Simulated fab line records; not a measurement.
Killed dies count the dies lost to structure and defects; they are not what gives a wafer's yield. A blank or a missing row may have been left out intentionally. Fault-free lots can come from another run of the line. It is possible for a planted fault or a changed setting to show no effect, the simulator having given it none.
fab line records	flow nand_harc
[record] lots = 6	wafers = 18	last_day = 32
route steps=1302 shown A_CHANNEL_HOLE_D1@459 END@1302
lots untouched by any fault: they come from a run of this same line in which no faults occurred
start_h: hours from the record's first day to the start of the lot's first wafer shown	wait_h: hours elapsed since this lot's preceding step	" repeats the value in the row above	L1.1+2: one row covering several wafers at once	- either no value or no given start	* or withheld: withheld	< > ~ a bound
route shown NAME@n: names a module that has steps shown in the file, with the first one's number in the route	usual: mean and standard deviation over wafers with no fault	same: alike in all rows	chamber/n: place in a boat	sites: per-site readings	_std_site: the standard deviation of these	_edge_site: outer sites' mean less inner sites'	radius_mm: for every site, how far away it sits from the centre of the wafer	mask NAME#n: copy n	behind: tool/chamber where the wafer was last shaped	hold: why the lot was held/for how many hours/how that ended	device: transistor that didn't switch, given as n, p or np	end of line: the route-end tests of the same wafers	a step given without rows: its recipe and nothing more	killed: count of dies lost to structure and defects at first sort (not the wafer's yield)	map: a wafer's dies, x killed, . not, _ none there
set.NAME: the run value of the setting; set.NAME@STEP: its run value at that earlier step	model.NAME: the simulator's own value behind a step, which no gauge read
lots at some steps of the route; a table a step, a row a wafer
services: from which hour (start_h, from the record's first day; less than 0 if before it) a tool's chamber was out of use, for how many hours, and why
[[steps]]
[step NHARC_A_CHANNEL_HOLE_D1_EXPOSE_07]
[recipe] na = 1.35	target_cd_nm = 100	sigma_outer = 0.3	dose_mj = 59.65	mask_id = HOLE_D1
[step NHARC_A_CHANNEL_HOLE_D1_PEB_08]
[recipe] peb_temp_c = 100	peb_time_s = 65
[step NHARC_A_CHANNEL_HOLE_D1_DEVELOP_09]
[recipe] develop_time_s = 35	dev_temp_c = 23
[step NHARC_A_CHANNEL_HOLE_D1_CD_MEAS_10]
[recipe] target_cd_nm = 100	landing_energy_ev = 500
[usual] cd_nm = 100.4/0.65
lot.wafer	tool	chamber	start_h	wait_h	cd_nm
L372.4	cd_sem-02	0	216.66	-	100.3
L372.5	"	0	"	"	101.2
L372.6	"	0	"	"	101.0
L373.2	cd_sem-02	0	234.29	-	99.8
L373.3	"	0	"	"	100.8
L373.5	"	0	"	"	99.1
L375.3	cd_sem-02	0	261.00	-	99.6
L375.4	"	0	"	"	100.3
L375.6	"	0	"	"	101.0
L377.1	cd_sem-01	0	276.40	-	100.4
L377.2	"	0	"	"	100.9
L377.6	"	0	"	"	100.6
L386.2	cd_sem-01	0	362.09	-	100.3
L386.4	"	0	"	"	101.2
L386.5	"	0	"	"	101.3
L387.1	cd_sem-01	0	372.89	-	100.2
L387.2	"	0	"	"	100.7
L387.6	"	0	"	"	101.6
[step NHARC_A_CHANNEL_HOLE_D1_OVL_MEAS_11]
[usual] overlay_x_nm = 0.2/0.84	overlay_y_nm = 0.0/0.79
lot.wafer	tool	chamber	start_h	wait_h	overlay_x_nm	overlay_y_nm
L372.4	overlay-01	-	216.75	-	0.2	0.4
L372.5	"	-	"	"	0.4	0.8
L372.6	"	-	"	"	-0.1	1.2
L373.2	overlay-01	-	234.37	-	-1.4	0.6
L373.3	"	-	"	"	-1.1	0.3
L373.5	"	-	"	"	-1.1	0.4
L375.3	overlay-02	-	261.08	-	-0.6	-0.4
L375.4	"	-	"	"	-1.5	-0.3
L375.6	"	-	"	"	-1.0	-0.3
L377.1	overlay-01	-	276.49	-	0.3	0.9
L377.2	"	-	"	"	0.8	0.5
L377.6	"	-	"	"	1.0	0.5
L386.2	overlay-01	-	362.17	-	-0.7	-0.5
L386.4	"	-	"	"	-0.5	-0.1
L386.5	"	-	"	"	-0.6	0.2
L387.1	overlay-02	-	372.98	-	-0.7	-0.3
L387.2	"	-	"	"	-1.2	-0.4
L387.6	"	-	"	"	-0.8	-0.5
[step NHARC_A_CHANNEL_HOLE_D1_INSPECT_12]
[usual] raw_defect_count = 5.6/2.5
lot.wafer	tool	chamber	start_h	wait_h	raw_defect_count
L372.4	defect_inspect-02	-	216.78	0.0	8
L372.5	"	-	"	"	8
L372.6	"	-	"	"	2
L373.2	defect_inspect-02	-	234.41	0.0	10
L373.3	"	-	"	"	10
L373.5	"	-	"	"	4
L375.3	defect_inspect-01	-	261.12	0.0	7
L375.4	"	-	"	"	9
L375.6	"	-	"	"	6
L377.1	defect_inspect-02	-	276.53	0.0	9
L377.2	"	-	"	"	6
L377.6	"	-	"	"	9
L386.2	defect_inspect-01	-	362.21	0.0	4
L386.4	"	-	"	"	2
L386.5	"	-	"	"	5
L387.1	defect_inspect-01	-	373.02	0.0	6
L387.2	"	-	"	"	4
L387.6	"	-	"	"	6
[step NHARC_A_CHANNEL_HOLE_D1_DESCUM_15]
[recipe] time_s = 3	o2_flow_sccm = 200	ar_flow_sccm = 0	bias_power_w = 0	chemistry = O2
[usual] drypump_motor_current_A = 6.1/0.45	oes_product_au = 0.994/0.012	rf_vpp_V = 57.8/0.94	showerhead_plenum_p_Torr = 1.93/0.098	throttle_valve_pct = 11.311/0.0096
lot.wafer	tool	chamber	start_h	wait_h	drypump_motor_current_A	oes_product_au	rf_hours_counter_h	rf_vpp_V	showerhead_plenum_p_Torr	throttle_valve_pct
L372.4	rie_diel-11	1	216.84	0.1	6.1	0.982	11	60.1	2.03	11.302
L372.6	"	1	"	"	6.0	0.985	-	57.7	2.03	11.334
L372.5	"	2	"	"	5.4	1.005	-	58.4	1.98	11.305
L373.3	rie_diel-04	0	234.48	0.1	5.5	1.010	13	58.1	1.95	11.305
L373.2	"	2	"	"	5.6	1.003	14	57.6	1.87	11.302
L373.5	"	3	"	"	6.1	0.991	-	57.2	2.07	11.311
L375.4	rie_diel-04	1	261.18	0.1	6.1	1.010	21	57.8	1.84	11.309
L375.3	"	3	"	"	6.2	0.991	26	57.6	2.07	11.311
L375.6	"	1	"	"	6.1	1.005	-	57.9	1.84	11.306
L377.1	rie_diel-11	2	276.59	0.1	5.4	0.973	1	58.8	1.98	11.306
L377.2	"	3	"	"	6.4	0.974	1	57.9	1.95	11.317
L377.6	"	2	"	"	5.4	0.981	-	57.4	1.98	11.304
L386.4	rie_diel-13	3	362.27	0.1	5.8	0.986	5	58.8	2.07	11.319
L386.2	"	0	"	"	6.0	0.993	3	57.5	2.04	11.317
L386.5	"	3	"	"	5.9	0.993	-	59.7	2.08	11.294
L387.1	rie_diel-11	0	373.08	0.1	6.7	1.007	11	59.1	1.79	11.317
L387.2	"	1	"	"	6.0	0.985	10	58.2	2.03	11.305
L387.6	"	1	"	"	6.0	0.987	-	59.6	2.03	11.327
[step NHARC_A_CHANNEL_HOLE_D1_ETCH_38]
[recipe] target_depth_a = 390	over_etch_frac = 0.3	time_s = 65	ion_energy_ev = 80	cf4_flow_sccm = 150	ar_flow_sccm = 0	rf_w = 300	bias_w = 100	chemistry = CF4
[usual] bias_w = 100.0/0.32	drypump_motor_current_A = 6.1/0.45	oes_product_au = 0.994/0.012	rf_vpp_V = 151.4/1.4	showerhead_plenum_p_Torr = 1.78/0.084	throttle_valve_pct = 13.283/0.0098
lot.wafer	tool	chamber	start_h	wait_h	bias_w	drypump_motor_current_A	oes_product_au	rf_hours_counter_h	rf_vpp_V	showerhead_plenum_p_Torr	throttle_valve_pct
L372.4	rie_diel-11	0	216.93	0.1	100.3	6.8	1.004	10	150.8	1.67	13.279
L372.5	"	0	"	"	100.2	6.8	1.005	-	151.8	1.67	13.284
L372.6	"	1	"	"	99.7	6.0	0.975	-	153.3	1.87	13.293
L373.2	rie_diel-04	2	234.56	0.1	100.0	5.6	0.985	14	149.1	1.73	13.299
L373.3	"	0	"	"	100.7	5.5	0.998	13	152.1	1.80	13.293
L373.5	"	3	"	"	99.9	6.2	0.990	-	153.8	1.90	13.292
L375.3	rie_diel-04	3	261.27	0.1	99.9	6.2	0.994	26	152.5	1.90	13.270
L375.4	"	2	"	"	99.5	5.6	0.991	23	151.0	1.73	13.281
L375.6	"	3	"	"	99.6	6.2	0.994	-	153.4	1.90	13.287
L377.1	rie_diel-11	2	276.69	0.1	99.5	5.4	0.979	1	151.9	1.83	13.278
L377.2	"	3	"	"	99.8	6.4	0.976	1	150.6	1.80	13.297
L377.6	"	0	"	"	99.7	6.7	1.012	-	148.8	1.67	13.281
L386.4	rie_diel-13	2	362.36	0.1	100.2	5.4	0.996	4	149.6	1.71	13.275
L386.2	"	3	"	"	99.9	5.9	0.990	5	152.0	1.91	13.266
L386.5	"	3	"	"	100.4	5.9	0.987	-	154.7	1.91	13.273
L387.2	rie_diel-11	3	373.17	0.1	99.8	6.4	0.986	11	151.8	1.80	13.279
L387.1	"	0	"	"	99.8	6.8	1.001	11	151.2	1.67	13.300
L387.6	"	2	"	"	100.1	5.4	0.983	-	150.6	1.83	13.284
[step NHARC_A_CHANNEL_HOLE_D1_ETCH_39]
[recipe] target_depth_a = 2600	over_etch_frac = 0.3	time_s = 325	ion_energy_ev = 200	n2_flow_sccm = 150	h2_flow_sccm = 150	ar_flow_sccm = 0	rf_w = 400	bias_w = 150	chemistry = N2/H2
[usual] bias_w = 150.0/0.47	drypump_motor_current_A = 6.1/0.45	oes_product_au = 0.993/0.012	rf_vpp_V = 431/3.1	showerhead_plenum_p_Torr = 2.06/0.11	throttle_valve_pct = 14.171/0.0087
lot.wafer	tool	chamber	start_h	wait_h	bias_w	drypump_motor_current_A	oes_product_au	rf_hours_counter_h	rf_vpp_V	showerhead_plenum_p_Torr	throttle_valve_pct
L372.4	rie_diel-11	2	-	-	149.5	5.4	1.012	12	432	2.12	14.178
L372.6	"	0	"	"	150.2	6.8	0.995	-	426	1.91	14.168
L372.5	"	1	"	"	149.9	6.0	0.984	-	434	2.17	14.171
L373.3	rie_diel-04	0	-	-	149.8	5.5	0.987	13	433	2.08	14.180
L373.2	"	3	"	"	149.8	6.2	0.992	15	436	2.21	14.185
L373.5	"	0	"	"	150.2	5.5	0.991	-	432	2.08	14.180
L375.4	rie_diel-04	2	-	-	149.9	5.6	0.991	23	430	1.98	14.172
L375.3	"	0	"	"	150.5	5.5	0.992	25	431	2.07	14.168
L375.6	"	3	"	"	150.2	6.2	0.982	-	434	2.21	14.185
L377.1	rie_diel-11	2	-	-	149.1	5.4	0.982	1	433	2.12	14.174
L377.2	"	0	"	"	149.8	6.8	1.003	1	427	1.91	14.170
L377.6	"	2	"	"	150.0	5.4	0.986	-	432	2.11	14.176
L386.2	rie_diel-13	0	-	-	150.5	5.9	0.994	3	433	2.17	14.174
L386.4	"	1	"	"	150.0	6.5	1.003	3	436	2.22	14.173
L386.5	"	0	"	"	151.0	5.9	0.996	-	434	2.18	14.166
L387.2	rie_diel-11	0	-	-	149.7	6.8	0.999	11	428	1.91	14.173
L387.1	"	2	"	"	150.7	5.4	0.967	8	432	2.11	14.162
L387.6	"	3	"	"	149.5	6.4	0.991	-	433	2.08	14.184
[step NHARC_A_CHANNEL_HOLE_D1_ETCH_34]
[recipe] target_depth_a = 1540	time_s = 77	cf4_flow_sccm = 100	chf3_flow_sccm = 30	ar_flow_sccm = 0	rf_w = 500	bias_w = 200	chemistry = CF4/CHF3
[usual] bias_w = 200.0/0.54	drypump_motor_current_A = 6.0/0.45	oes_product_au = 0.945/0.025	rf_vpp_V = 371.1/2.6	showerhead_plenum_p_Torr = 1.59/0.076	throttle_valve_pct = 16.803/0.0094
lot.wafer	tool	chamber	start_h	wait_h	bias_w	drypump_motor_current_A	oes_product_au	rf_hours_counter_h	rf_vpp_V	showerhead_plenum_p_Torr	throttle_valve_pct
L372.4	rie_diel-11	2	-	-	199.7	5.4	0.927	12	370.9	1.63	16.801
L372.6	"	0	"	"	200.6	6.8	0.979	-	367.0	1.48	16.801
L372.5	"	1	"	"	200.0	6.0	0.905	-	373.1	1.67	16.808
L373.2	rie_diel-04	3	-	-	199.8	6.2	0.937	15	377.0	1.70	16.810
L373.3	"	1	"	"	201.0	6.1	0.976	13	368.8	1.52	16.785
L373.5	"	3	"	"	199.3	6.2	0.936	-	373.4	1.70	16.805
L375.3	rie_diel-04	0	-	-	199.2	5.5	0.918	25	372.1	1.60	16.819
L375.4	"	3	"	"	199.9	6.2	0.921	27	375.3	1.69	16.791
L375.6	"	0	"	"	199.7	5.5	0.910	-	371.6	1.60	16.797
L377.1	rie_diel-11	0	-	-	200.0	6.8	0.977	1	367.9	1.48	16.790
L377.2	"	2	"	"	200.1	5.4	0.945	1	372.5	1.63	16.797
L377.6	"	3	"	"	200.2	6.4	0.943	-	371.0	1.60	16.790
L386.4	rie_diel-13	2	-	-	200.0	5.4	0.940	5	369.2	1.52	16.787
L386.2	"	1	"	"	199.7	6.5	0.957	4	375.0	1.70	16.808
L386.5	"	2	"	"	200.0	5.4	0.937	-	370.5	1.52	16.798
L387.2	rie_diel-11	0	-	-	200.0	6.7	0.931	11	367.9	1.48	16.824
L387.1	"	2	"	"	199.5	5.4	0.907	8	371.0	1.62	16.802
L387.6	"	0	"	"	200.3	6.8	0.938	-	368.2	1.48	16.791
[step NHARC_A_CHANNEL_HOLE_D1_ETCH_16]
[recipe] target_depth_a = 31000	over_etch_frac = 0.3	time_s = 806	ion_energy_ev = 150	o2_flow_sccm = 400	cos_flow_sccm = 20	ar_flow_sccm = 0	rf_w = 500	bias_w = 300	chemistry = O2/COS
[step NHARC_A_CHANNEL_HOLE_D1_CD_MEAS_18]
[usual] cd_nm = 98.9/2.7
lot.wafer	tool	chamber	start_h	wait_h	cd_nm
L372.4	cd_sem-02	-	217.97	-	99.4
L372.5	"	-	"	"	95.4
L372.6	"	-	"	"	99.7
L373.2	cd_sem-03	-	235.67	-	95.7
L373.3	"	-	"	"	99.4
L373.5	"	-	"	"	97.7
L375.3	cd_sem-03	-	262.29	-	99.7
L375.4	"	-	"	"	101.3
L375.6	"	-	"	"	97.7
L377.1	cd_sem-01	-	277.70	-	103.4
L377.2	"	-	"	"	98.3
L377.6	"	-	"	"	102.3
L386.2	cd_sem-01	-	363.52	-	102.4
L386.4	"	-	"	"	102.8
L386.5	"	-	"	"	99.7
L387.1	cd_sem-01	-	374.18	-	100.2
L387.2	"	-	"	"	101.8
L387.6	"	-	"	"	101.2
[step NHARC_A_CHANNEL_HOLE_D1_ETCH_19]
[recipe] bias_v = 1200	source_w = 2500	pressure_mtorr = 15	time_s = 34.5	ar_flow_sccm = 375	c4f8_flow_sccm = 28.8	o2_flow_sccm = 96.2	temp_c = -20	target_depth_a = *	chemistry = C4F8/O2/Ar
[usual] bias_v = 1198/11	c4f8_flow_sccm = 28.81/0.083	drypump_motor_current_A = 5.61/0.29	showerhead_plenum_p_Torr = 3.61/0.16	throttle_valve_pct = 37.039/0.0088
lot.wafer	tool	chamber	start_h	wait_h	bias_v	c4f8_flow_sccm	drypump_motor_current_A	rf_hours_counter_h	showerhead_plenum_p_Torr	throttle_valve_pct
L372.4	har_etch-01	0	219.43	1.5	1174	28.90	5.73	-	3.77	37.041
L372.5	"	0	"	"	1176	28.80	5.74	-	3.77	37.038
L372.6	"	1	"	"	1217	28.77	5.20	-	3.51	37.034
L373.2	har_etch-01	0	237.76	2.1	1200	28.88	5.72	119	3.77	37.033
L373.3	"	0	"	"	1207	28.84	5.70	-	3.77	37.035
L373.5	"	0	"	"	1183	28.80	5.69	-	3.77	37.031
L375.4	har_etch-01	0	265.66	3.4	1205	28.78	5.70	-	3.76	37.035
L375.3	"	1	"	"	1201	14.42	5.18	-	3.43	36.097
L375.6	"	1	"	"	1215	14.34	5.17	-	3.43	36.096
L377.1	har_etch-01	1	280.62	2.9	1205	14.59	5.19	142	3.43	36.092
L377.2	"	0	"	"	1198	28.83	5.72	142	3.75	37.036
L377.6	"	1	"	"	1199	14.45	5.18	-	3.43	36.082
L386.2	har_etch-01	1	363.59	0.1	1198	28.81	5.18	187	3.46	37.037
L386.4	"	1	"	"	1211	28.86	5.17	-	3.46	37.064
L386.5	"	0	"	"	1222	28.87	5.71	-	3.73	37.050
L387.2	har_etch-01	0	380.34	6.2	1198	28.82	5.73	199	3.72	37.023
L387.1	"	1	"	"	1202	28.77	5.19	199	3.46	37.024
L387.6	"	0	"	"	1214	28.90	5.73	-	3.72	37.029
[step NHARC_A_CHANNEL_HOLE_D1_ETCH_20]
[recipe] bias_v = 3000	source_w = withheld	pressure_mtorr = 20	time_s = 361.9	ar_flow_sccm = 375	c4f8_flow_sccm = 89.3	o2_flow_sccm = 35.7	temp_c = -20	target_depth_a = 16000	chemistry = C4F8/O2/Ar
[usual] c4f8_flow_sccm = 89.31/0.26	drypump_motor_current_A = 5.61/0.29	showerhead_plenum_p_Torr = 3.58/0.15	throttle_valve_pct = 32.155/0.01
lot.wafer	tool	chamber	start_h	wait_h	c4f8_flow_sccm	drypump_motor_current_A	rf_hours_counter_h	showerhead_plenum_p_Torr	throttle_valve_pct
L372.4	har_etch-01	0	219.62	0.2	89.05	5.71	-	3.73	32.150
L372.5	"	0	"	"	89.44	5.70	-	3.73	32.140
L372.6	"	1	"	"	89.19	5.17	-	3.47	32.155
L373.2	har_etch-01	0	237.91	0.1	89.19	5.69	119	3.72	32.160
L373.3	"	0	"	"	89.44	5.70	-	3.72	32.160
L373.5	"	0	"	"	89.23	5.71	-	3.72	32.163
L375.4	har_etch-01	0	265.84	0.2	89.39	5.72	-	3.72	32.160
L375.3	"	1	"	"	89.45	5.17	-	3.46	32.149
L375.6	"	1	"	"	89.66	5.17	-	3.46	32.158
L377.1	har_etch-01	1	280.73	0.1	89.26	5.17	142	3.45	32.165
L377.2	"	0	"	"	89.08	5.70	142	3.71	32.162
L377.6	"	1	"	"	89.28	5.19	-	3.45	32.169
L386.2	har_etch-01	1	363.70	0.1	89.13	5.18	188	3.43	32.169
L386.4	"	1	"	"	89.60	5.18	-	3.43	32.164
L386.5	"	0	"	"	89.41	5.70	-	3.68	32.157
L387.2	har_etch-01	0	380.45	0.1	89.61	5.71	199	3.68	32.146
L387.1	"	1	"	"	88.99	5.17	199	3.43	32.161
L387.6	"	0	"	"	89.44	5.72	-	3.68	32.151
[step NHARC_END_SORT_01]
[recipe] temp_c = 25
[usual] killed_at_array = 56/20	killed_at_other = 0.9/1.1	killed_at_periphery = 3.7/3	killed_dies = 61/21	killed_open = 2.9/1.6	killed_short = 2.6/1.4
[same] gross_dies = 677
lot.wafer	tool	chamber	start_h	wait_h	killed_at_array	killed_at_other	killed_at_periphery	killed_dies	killed_open	killed_short
L377.1	prober-01	0	661.87	2.5	37	0	6	43	2	2
L377.2	prober-01	0	662.66	2.8	38	2	3	43	3	4
L377.6	prober-01	0	665.82	3.9	37	1	8	46	5	1
// killed by level:class
L377.1 A_CHANNEL_HOLE_D2:chamber_film_flake=17 A_CHANNEL_HOLE_D1:chamber_film_flake=9 P_M0:chamber_film_flake=5 A_STAIRCASE:chamber_film_flake=3 A_CONTACT:chamber_film_flake=2 A_CHANNEL_FILL_D1:geometric_particle:short=1 A_WL_FILL:geometric_particle:open=1 A_WL_FILL:geometric_particle:short=1
L377.2 A_CHANNEL_HOLE_D2:chamber_film_flake=13 A_CHANNEL_HOLE_D1:chamber_film_flake=7 A_WL_FILL:chamber_film_flake=4 A_CONTACT:chamber_film_flake=4 P_M0:chamber_film_flake=2 A_BONDPAD:chamber_film_flake=2 THIN_TSV:chamber_film_flake=2 A_DECK1_JOINT:geometric_particle:open=1
L377.6 A_CHANNEL_HOLE_D2:chamber_film_flake=16 A_CHANNEL_HOLE_D1:chamber_film_flake=8 A_SLIT:chamber_film_flake=3 P_GATE:chamber_film_flake=2 P_M0:chamber_film_flake=2 A_ZERO_WELL:chamber_film_flake=2 A_CONTACT:chamber_film_flake=2 P_CONTACT:geometric_particle:open=1
[[services]]
tool	chamber	start_h	hours	kind
rie_diel-11	0	210.00	-	clean
rie_diel-11	1	210.00	-	clean
rie_diel-11	2	210.00	-	clean
rie_diel-11	3	210.00	-	clean
rie_diel-13	3	211.57	1.3	repair
rie_diel-13	-	223.40	0.1	repair
rie_diel-11	0	234.50	-	clean
rie_diel-11	1	234.50	-	clean
rie_diel-11	2	234.50	-	clean
rie_diel-11	3	234.50	-	clean
rie_diel-11	-	255.50	9.0	pm
rie_diel-11	0	255.50	9.0	vent_cycle
rie_diel-11	1	255.50	9.0	vent_cycle
rie_diel-11	2	255.50	9.0	vent_cycle
rie_diel-11	3	255.50	9.0	vent_cycle
rie_diel-11	0	264.50	-	clean
rie_diel-11	1	264.50	-	clean
rie_diel-11	2	264.50	-	clean
rie_diel-11	2	264.50	-	consumable_replace:focus_ring
rie_diel-11	3	264.50	-	clean
rie_diel-11	0	289.00	-	clean
rie_diel-11	2	339.15	14.0	repair
rie_diel-13	-	342.00	9.0	pm
rie_diel-04	-	354.90	9.0	pm
[[key]]
[first_sign] step = NHARC_A_CHANNEL_HOLE_D1_ETCH_19	reading = c4f8_flow_sccm	direction = down	sigmas = 99+	usual = *	struck = *
[effect] step = NHARC_A_CHANNEL_HOLE_D1_ETCH_19	reading = throttle_valve_pct	direction = down	sigmas = 99+	usual = 37.039	struck = 36.092
met_at NHARC_A_CHANNEL_HOLE_D1_ETCH_19
struck_wafers L375.3,L375.6,L377.1,L377.6
tester_left_out L375,L377
onset_between 219.43 265.66
[fault] kind = process_parameter_drift	tool = har_etch-01	chamber = 1	onset_h = 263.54	steps = NHARC_A_CHANNEL_HOLE_D1_ETCH_19	channel = c4f8_flow_sccm	offset = *	shape = step	end_h = 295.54	acts_in = *	stated = *
// tester_left_out: of these lots the tester's yield and bins aren't shown, on N5 and GAA mostly nor the transistor test; their killed dies are dies lost to structure and defects alone, not to doping, threshold or leakage, so they don't give the yield
